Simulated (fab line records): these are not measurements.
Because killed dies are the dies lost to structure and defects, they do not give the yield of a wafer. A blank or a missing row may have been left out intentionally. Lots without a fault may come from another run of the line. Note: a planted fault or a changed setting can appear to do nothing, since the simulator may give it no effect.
What tool caused it? | flow nandHarc | Sampling: 12 lots, 36 wafers, 6 of 1302 route steps

WHAT THE GAUGES SHOWED, per wafer
NHARC_P_STI_INSPECT_11.
lot  | measured     | on               | rawDefectCount
L250 | day 3 19:16  | defectInspect-02 | 6 7 6
L254 | day 5 07:40  | defectInspect-02 | 772 743 730
L256 | day 6 02:29  | defectInspect-02 | 775 689 706
L263 | day 9 00:43  | defectInspect-02 | 0 2 5
L264 | day 9 11:18  | defectInspect-02 | 8 9 6
L265 | day 9 19:55  | defectInspect-02 | 9 8 6
L266 | day 10 06:40 | defectInspect-02 | 1 4 5
L267 | day 10 17:04 | defectInspect-02 | 10 7 9
L268 | day 11 07:52 | defectInspect-01 | 9 11 6
L269 | day 11 14:26 | defectInspect-02 | 13 2 10
L270 | day 11 21:59 | defectInspect-02 | 5 6 6
L271 | day 12 08:22 | defectInspect-01 | 1 4 7

NHARC_END_SORT_01.
lot  | measured     | on        | killedAtArray | killedAtOther | killedAtPeriphery | killedDies  | killedOpen | killedShort
L254 | day 27 08:02 | prober-01 | 54 49 59      | 3 2 1         | 98 64 92          | 155 115 152 | 8 1 2      | 2 3 1
L256 | day 28 01:11 | prober-01 | 55 48 39      | 0 0 0         | 101 92 95         | 156 140 134 | 3 5 2      | 5 5 2

WHICH TOOL RAN EACH LOT (tool, then ch and the chambers of the sampled wafers, then the start)
lot  | NHARC_P_ZERO_WELL_DESCUM_26       | NHARC_P_STI_PRECLEAN_27            | NHARC_P_STI_ETCH_31                          | NHARC_P_STI_CMP_21
L250 | rieDiel-11 ch 0,1,2, day 2 18:42  | wetBench-06 ch 1,4,5, day 2 23:37  | rieDiel-09 ch 0,1, day 4 14:00 or earlier    | cmp-02 ch 0,2,3, day 4 14:00
L254 | rieDiel-04 ch 1,2,3, day 4 10:39  | wetBench-06 ch 3,5,6, day 4 15:42  | rieDiel-10 ch 0,1,3, day 6 02:23 or earlier  | cmp-01 ch 0,2,3, day 6 02:23
L256 | rieDiel-02 ch 0,1,2, day 5 06:56  | wetBench-06 ch 0,5,7, day 5 12:08  | rieDiel-10 ch 0,2,3, day 7 00:50 or earlier  | cmp-03 ch 0,1, day 7 00:50
L263 | rieDiel-02 ch 0,1,2, day 8 05:06  | wetBench-06 ch 2,5,6, day 8 10:04  | rieDiel-09 ch 0,1,2, day 9 19:33 or earlier  | cmp-01 ch 0,2,3, day 9 19:33
L264 | rieDiel-11 ch 1,2,3, day 8 14:48  | wetBench-04 ch 0,1,6, day 8 20:08  | rieDiel-09 ch 0,2, day 10 07:53 or earlier   | cmp-01 ch 1,3, day 10 07:53
L265 | rieDiel-11 ch 1,2,3, day 9 00:44  | wetBench-09 ch 1,3,6, day 9 05:33  | rieDiel-09 ch 0,1,2, day 10 14:13 or earlier | cmp-02 ch 1,2,3, day 10 14:13
L266 | rieDiel-04 ch 2,3, day 9 10:29    | wetBench-06 ch 2,4,5, day 9 15:25  | rieDiel-09 ch 1,2, day 11 03:26 or earlier   | cmp-02 ch 0,2,3, day 11 03:26
L267 | rieDiel-02 ch 1,3, day 9 20:38    | wetBench-09 ch 2,3,5, day 10 01:52 | rieDiel-09 ch 0,2,3, day 11 11:13 or earlier | cmp-01 ch 0,1,3, day 11 11:13
L268 | rieDiel-04 ch 1,2,3, day 10 06:46 | wetBench-09 ch 1,3,4, day 10 11:49 | rieDiel-06 ch 0,1,3, day 12 05:11 or earlier | cmp-02 ch 0,3, day 12 05:11
L269 | rieDiel-02 ch 0,1,2, day 10 16:35 | wetBench-09 ch 1,2,4, day 10 22:46 | rieDiel-09 ch 0,2,3, day 12 09:50 or earlier | cmp-02 ch 0,2,3, day 12 09:50
L270 | rieDiel-04 ch 0,1, day 11 02:32   | wetBench-04 ch 1,2,4, day 11 07:35 | rieDiel-06 ch 0,1,3, day 12 18:08 or earlier | cmp-02 ch 2,3, day 12 18:08
L271 | rieDiel-04 ch 1,2,3, day 11 12:44 | wetBench-04 ch 1,4,6, day 11 17:47 | rieDiel-10 ch 1,2, day 13 02:26 or earlier   | cmp-02 ch 0,1,3, day 13 02:26
- NHARC_P_ZERO_WELL_DESCUM_26: chemistry O2, time 3 s.
- NHARC_P_STI_PRECLEAN_27: cleans in SC1.
- NHARC_P_STI_ETCH_31: etches the open film in CF4/CHF3, target depth 108.9 nm, time 54.5 s.
- NHARC_P_STI_CMP_21: polishes, t overpolish 20 s, target thk 380.67 nm.

WHAT THE TOOLS THEMSELVES READ (means of the sampled wafers that have a number; where no wafer has one, the mark that the record gives instead)
NHARC_P_ZERO_WELL_DESCUM_26.
lot  | tool       | drypumpMotorCurrentA (A) | mfcArSccm (sccm) | oesProductAu (a.u.) | rfVppV (V) | showerheadPlenumPTorr (Torr) | throttleValvePct (%)
L250 | rieDiel-11 | 5.62                     | 0.010            | 1.001               | 56.9       | 1.83                         | 11.313
L254 | rieDiel-04 | 5.54                     | 0.005            | 1.007               | 58.0       | 1.97                         | 11.303
L256 | rieDiel-02 | 5.81                     | 0.019            | 0.990               | 57.3       | 1.92                         | 11.316
L263 | rieDiel-02 | 5.82                     | 0.019            | 0.996               | 57.7       | 1.92                         | 11.312
L264 | rieDiel-11 | 5.76                     | 0.019            | 0.994               | 57.7       | 1.89                         | 11.312
L265 | rieDiel-11 | 5.76                     | 0.019            | 1.003               | 58.0       | 1.89                         | 11.304
L266 | rieDiel-04 | 5.61                     | 0.001            | 1.005               | 58.7       | 1.95                         | 11.309
L267 | rieDiel-02 | 5.59                     | 0.033            | 0.997               | 58.5       | 2.03                         | 11.309
L268 | rieDiel-04 | 5.53                     | 0.005            | 0.996               | 57.6       | 1.95                         | 11.307
L269 | rieDiel-02 | 5.79                     | 0.019            | 1.008               | 57.2       | 1.91                         | 11.308
L270 | rieDiel-04 | 5.65                     | 0.008            | 0.997               | 58.9       | 1.99                         | 11.305
L271 | rieDiel-04 | 5.55                     | 0.005            | 1.000               | 57.7       | 1.95                         | 11.307

NHARC_P_STI_ETCH_31.
lot  | tool       | drypumpMotorCurrentA (A) | mfcArSccm (sccm) | oesProductAu (a.u.) | rfVppV (V) | showerheadPlenumPTorr (Torr) | throttleValvePct (%)
L250 | rieDiel-09 | 5.9                      | 0.000            | 0.964               | 372.0      | 1.61                         | 16.806
L254 | rieDiel-10 | 5.3                      | 0.003            | 0.941               | 370.3      | 1.57                         | 16.803
L256 | rieDiel-10 | 5.5                      | 0.007            | 0.953               | 369.0      | 1.54                         | 16.802
L263 | rieDiel-09 | 5.9                      | 0.000            | 0.976               | 371.0      | 1.58                         | 16.798
L264 | rieDiel-09 | 5.9                      | 0.000            | 0.927               | 371.5      | 1.60                         | 16.795
L265 | rieDiel-09 | 5.9                      | 0.000            | 0.974               | 370.4      | 1.58                         | 16.797
L266 | rieDiel-09 | 5.9                      | 0.000            | 0.976               | 369.3      | 1.55                         | 16.792
L267 | rieDiel-09 | 6.0                      | 0.000            | 0.966               | 370.8      | 1.59                         | 16.792
L268 | rieDiel-06 | 6.0                      | 0.006            | 0.944               | 370.3      | 1.54                         | 16.801
L269 | rieDiel-09 | 6.0                      | 0.000            | 0.951               | 370.1      | 1.59                         | 16.795
L270 | rieDiel-06 | 6.0                      | 0.006            | 0.930               | 369.9      | 1.54                         | 16.803
L271 | rieDiel-10 | 5.6                      | 0.007            | 0.968               | 369.2      | 1.52                         | 16.802

NHARC_P_STI_CMP_21.
lot  | tool   | motorCurrentA (A) | overpolishRunS (s)
L250 | cmp-02 | 11.5              | 20.003
L254 | cmp-01 | 13.5              | 19.996
L256 | cmp-03 | 11.7              | 19.992
L263 | cmp-01 | 13.4              | 20.007
L264 | cmp-01 | 12.2              | 19.996
L265 | cmp-02 | 10.4              | 19.998
L266 | cmp-02 | 11.3              | 19.999
L267 | cmp-01 | 12.9              | 19.990
L268 | cmp-02 | 11.6              | 19.999
L269 | cmp-02 | 11.4              | 20.004
L270 | cmp-02 | 10.2              | 19.996
L271 | cmp-02 | 11.1              | 19.999

THE ANSWER, worked out from the rows above alone
Rule: the usual values come from the lots themselves. Put in order of their means at a reading, lots are off if they are a third of the lots or fewer, leave a main group of 4 or more, and stand apart from it by a gap of 3 or more times the standard deviation of the main group's means; of several such gaps the widest counts. The tables above print the reading to a certain number of digits; a main group whose means all agree to those digits is not used. A lot without any number at a reading at which 4 lots or more have one is off too. Where the step has rows for the other lots, those lots are counted as sound. The gauges are gone through in route order, then the tools' own readings, and for those a lot's mean is taken as printed above. At the first step where some lot is off, the reading lying furthest off is the one used; lots without a number count as furthest.
Off: L254, L256, at NHARC_P_STI_INSPECT_11 (rawDefectCount). The main group: mean 6.3, standard deviation 2.2.
If a tool, at a process step before that reading, ran all the lots that are off and no sound lot after the first of them, it fits. The gauges at NHARC_P_STI_INSPECT_11 aren't tried: what is off there is off at NHARC_P_STI_ETCH_31 too, on other tools, and a gauge's error can't cause that. No candidate that was tried fits.

WHAT THE SIMULATOR PUT IN
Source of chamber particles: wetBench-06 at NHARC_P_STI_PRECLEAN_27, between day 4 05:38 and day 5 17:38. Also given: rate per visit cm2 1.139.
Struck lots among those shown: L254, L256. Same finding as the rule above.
